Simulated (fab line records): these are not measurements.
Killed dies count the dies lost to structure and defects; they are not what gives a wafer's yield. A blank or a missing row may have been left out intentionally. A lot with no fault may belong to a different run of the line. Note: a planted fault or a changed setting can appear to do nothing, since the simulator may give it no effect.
Chamber matching / flow nandHarc / 4 sister chambers for NHARC_A_WL_FILL_ALD_19 on aldMetal-04
The step deposits TiN, target thk 2 nm, pulse time 3 s, ald cycles 100. 36 wafers are shown with their chamber, then 12 later ones without.

== WAFERS WITH THEIR CHAMBER ==
wafer=L074.1; chamber=2; heaterPowerW (W)=1048; precursorPulseHeightRel=0.971
wafer=L074.2; chamber=1; heaterPowerW (W)=1002; precursorPulseHeightRel=1.000
wafer=L074.4; chamber=3; heaterPowerW (W)=1167; precursorPulseHeightRel=0.996
wafer=L074.3; chamber=0; heaterPowerW (W)=952; precursorPulseHeightRel=0.979
wafer=L074.5; chamber=1; heaterPowerW (W)=984; precursorPulseHeightRel=1.022
wafer=L074.6; chamber=2; heaterPowerW (W)=1043; precursorPulseHeightRel=1.004
wafer=L075.2; chamber=2; heaterPowerW (W)=1035; precursorPulseHeightRel=1.007
wafer=L075.3; chamber=0; heaterPowerW (W)=988; precursorPulseHeightRel=0.997
wafer=L075.5; chamber=2; heaterPowerW (W)=1029; precursorPulseHeightRel=1.019
wafer=L078.1; chamber=2; heaterPowerW (W)=1053; precursorPulseHeightRel=1.002
wafer=L078.2; chamber=0; heaterPowerW (W)=954; precursorPulseHeightRel=1.005
wafer=L078.3; chamber=1; heaterPowerW (W)=978; precursorPulseHeightRel=0.988
wafer=L078.4; chamber=3; heaterPowerW (W)=1206; precursorPulseHeightRel=0.985
wafer=L078.5; chamber=1; heaterPowerW (W)=1000; precursorPulseHeightRel=0.986
wafer=L078.6; chamber=2; heaterPowerW (W)=1022; precursorPulseHeightRel=0.988
wafer=L079.1; chamber=2; heaterPowerW (W)=1030; precursorPulseHeightRel=1.008
wafer=L079.4; chamber=1; heaterPowerW (W)=969; precursorPulseHeightRel=0.988
wafer=L079.6; chamber=3; heaterPowerW (W)=1185; precursorPulseHeightRel=0.987
wafer=L084.1; chamber=0; heaterPowerW (W)=1014; precursorPulseHeightRel=1.003
wafer=L084.2; chamber=2; heaterPowerW (W)=1020; precursorPulseHeightRel=0.980
wafer=L084.4; chamber=3; heaterPowerW (W)=1215; precursorPulseHeightRel=0.982
wafer=L088.1; chamber=2; heaterPowerW (W)=1026; precursorPulseHeightRel=1.002
wafer=L088.2; chamber=0; heaterPowerW (W)=974; precursorPulseHeightRel=1.007
wafer=L088.4; chamber=3; heaterPowerW (W)=1229; precursorPulseHeightRel=1.026
wafer=L088.3; chamber=1; heaterPowerW (W)=1010; precursorPulseHeightRel=0.994
wafer=L088.5; chamber=2; heaterPowerW (W)=1021; precursorPulseHeightRel=1.015
wafer=L088.6; chamber=3; heaterPowerW (W)=1226; precursorPulseHeightRel=1.032
wafer=L090.2; chamber=1; heaterPowerW (W)=1019; precursorPulseHeightRel=1.029
wafer=L090.3; chamber=2; heaterPowerW (W)=1036; precursorPulseHeightRel=0.945
wafer=L090.5; chamber=2; heaterPowerW (W)=1016; precursorPulseHeightRel=1.009
wafer=L090.1; chamber=0; heaterPowerW (W)=1004; precursorPulseHeightRel=1.023
wafer=L090.4; chamber=3; heaterPowerW (W)=1233; precursorPulseHeightRel=0.964
wafer=L090.6; chamber=1; heaterPowerW (W)=1013; precursorPulseHeightRel=0.982
wafer=L089.2; chamber=1; heaterPowerW (W)=1018; precursorPulseHeightRel=0.993
wafer=L089.4; chamber=3; heaterPowerW (W)=1214; precursorPulseHeightRel=0.974
wafer=L089.5; chamber=1; heaterPowerW (W)=1000; precursorPulseHeightRel=0.987

SIGNATURES, as means of the wafers listed above
reading=heaterPowerW; chamber 0=981.00; chamber 1=999.30; chamber 2=1031.58; chamber 3=1209.38; scatter within a chamber=18.6
reading=precursorPulseHeightRel; chamber 0=1.00233; chamber 1=0.99690; chamber 2=0.99583; chamber 3=0.99325; scatter within a chamber=0.0197
Rule: a wafer lies at a distance from a chamber equal to the root of the sum of squares, over the readings, of (its reading less the chamber's mean, divided by the reading's scatter). If the next closest chamber is less than 2 further off than the closest, the wafer can't be placed; otherwise it belongs to the closest. The scatter: take each reading less its chamber's mean, square it, sum over the shown wafers, divide by the number of wafers less the number of chambers, and take the root.

== WAFERS MISSING THEIR CHAMBER ==
wafer=L093.1; heaterPowerW (W)=1042; precursorPulseHeightRel=0.978
wafer=L093.4; heaterPowerW (W)=1199; precursorPulseHeightRel=0.988
wafer=L093.5; heaterPowerW (W)=1232; precursorPulseHeightRel=0.980
wafer=L091.1; heaterPowerW (W)=1011; precursorPulseHeightRel=1.004
wafer=L091.2; heaterPowerW (W)=1022; precursorPulseHeightRel=0.999
wafer=L091.3; heaterPowerW (W)=999; precursorPulseHeightRel=1.005
wafer=L095.2; heaterPowerW (W)=1064; precursorPulseHeightRel=0.988
wafer=L095.5; heaterPowerW (W)=1023; precursorPulseHeightRel=1.021
wafer=L095.6; heaterPowerW (W)=1000; precursorPulseHeightRel=1.001
wafer=L094.2; heaterPowerW (W)=1201; precursorPulseHeightRel=0.990
wafer=L094.4; heaterPowerW (W)=997; precursorPulseHeightRel=0.992
wafer=L094.6; heaterPowerW (W)=1227; precursorPulseHeightRel=1.009

== WHICH CHAMBER EACH WENT THROUGH ==
wafer=L093.1; from the rows above=can't be placed: 2 or 1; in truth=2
wafer=L093.4; from the rows above=3; in truth=3
wafer=L093.5; from the rows above=3; in truth=3
wafer=L091.1; from the rows above=can't be placed: 1 or 2 or 0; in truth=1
wafer=L091.2; from the rows above=can't be placed: 2 or 1 or 0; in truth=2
wafer=L091.3; from the rows above=can't be placed: 1 or 0 or 2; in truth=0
wafer=L095.2; from the rows above=can't be placed: 2 or 1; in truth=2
wafer=L095.5; from the rows above=can't be placed: 2 or 1 or 0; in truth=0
wafer=L095.6; from the rows above=can't be placed: 1 or 0 or 2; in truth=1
wafer=L094.2; from the rows above=3; in truth=3
wafer=L094.4; from the rows above=can't be placed: 1 or 0 or 2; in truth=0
wafer=L094.6; from the rows above=3; in truth=3
Placed correctly: 4 of 12. From these rows, 8 cannot be placed; in 8 the true chamber is one of the candidates. Wrongly placed: 0.
